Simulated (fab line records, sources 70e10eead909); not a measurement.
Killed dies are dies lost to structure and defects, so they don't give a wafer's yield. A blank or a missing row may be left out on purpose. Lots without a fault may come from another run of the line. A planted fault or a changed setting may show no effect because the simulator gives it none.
Chamber matching | flow nand_harc | NHARC_A_DECK1_JOINT_CMP_13 on cmp-03: 4 sister chambers
The step polishes, target thk 51.023 nm. 14 wafers are shown with their chamber, then 7 later ones without.

WAFERS WITH THEIR CHAMBER
wafer  | chamber | slurry_filter_dp_kPa (kPa) | motor_current_A (A) | time_to_endpoint_s (s)
L690.3 | 1       | 13.62                      | 11.3                | 8.8
L690.4 | 2       | 13.52                      | 11.9                | 8.6
L690.5 | 0       | 13.35                      | 10.9                | 7.4
L691.3 | 0       | 13.33                      | 11.2                | 8.0
L691.5 | 3       | 13.45                      | 12.2                | 8.6
L691.6 | 0       | 13.52                      | 11.5                | 8.1
L692.2 | 2       | 13.69                      | 12.0                | 10.3
L692.3 | 3       | 13.41                      | 11.7                | 10.2
L692.4 | 1       | 13.75                      | 12.6                | 11.5
L697.3 | 1       | 13.53                      | 12.1                | 10.1
L697.4 | 3       | 13.69                      | 12.4                | 7.9
L697.6 | 2       | 13.77                      | 11.2                | 9.0
L699.2 | 1       | 13.69                      | 11.9                | 6.6
L699.3 | 0       | 13.42                      | 11.2                | 4.0

SIGNATURES (means of the wafers above)
reading              | chamber 0 | chamber 1 | chamber 2 | chamber 3 | scatter within a chamber
slurry_filter_dp_kPa | 13.4050   | 13.6475   | 13.6600   | 13.5167   | 0.113
motor_current_A      | 11.200    | 11.975    | 11.700    | 12.100    | 0.411
time_to_endpoint_s   | 6.875     | 9.250     | 9.300     | 8.900     | 1.69
Rule: a wafer's distance from a chamber is the root of the sum, over the readings, of the square of ((its reading less the chamber's mean) divided by the reading's scatter). The wafer belongs to the nearest chamber; if the next one is less than 2 further off, it can't be placed. The scatter: the root of (the sum of the squares of (reading less its chamber's mean) over the shown wafers, divided by (wafers less chambers)).

WAFERS WITHOUT THEIR CHAMBER
wafer  | slurry_filter_dp_kPa (kPa) | motor_current_A (A) | time_to_endpoint_s (s)
L699.5 | 13.49                      | 12.4                | 7.1
L705.1 | 13.89                      | 12.1                | 8.5
L705.3 | 13.47                      | 12.5                | 8.4
L705.5 | 13.47                      | 12.1                | 12.4
L712.1 | 13.71                      | 11.6                | 11.2
L712.4 | 13.58                      | 12.1                | 9.8
L712.5 | 13.80                      | 12.3                | 9.1

WHICH CHAMBER EACH WENT THROUGH
wafer  | from the rows above               | in truth
L699.5 | can't be placed: 3 or 1 or 2 or 0 | 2
L705.1 | can't be placed: 1 or 2 or 3      | 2
L705.3 | can't be placed: 3 or 1 or 2      | 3
L705.5 | can't be placed: 3 or 1 or 2 or 0 | 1
L712.1 | can't be placed: 2 or 1 or 3      | 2
L712.4 | can't be placed: 1 or 3 or 2      | 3
L712.5 | can't be placed: 1 or 2 or 3      | 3
Placed correctly: 0 of 7. Can't be placed from these rows: 7 (the true chamber is among the candidates in 7). Placed wrongly: 0.
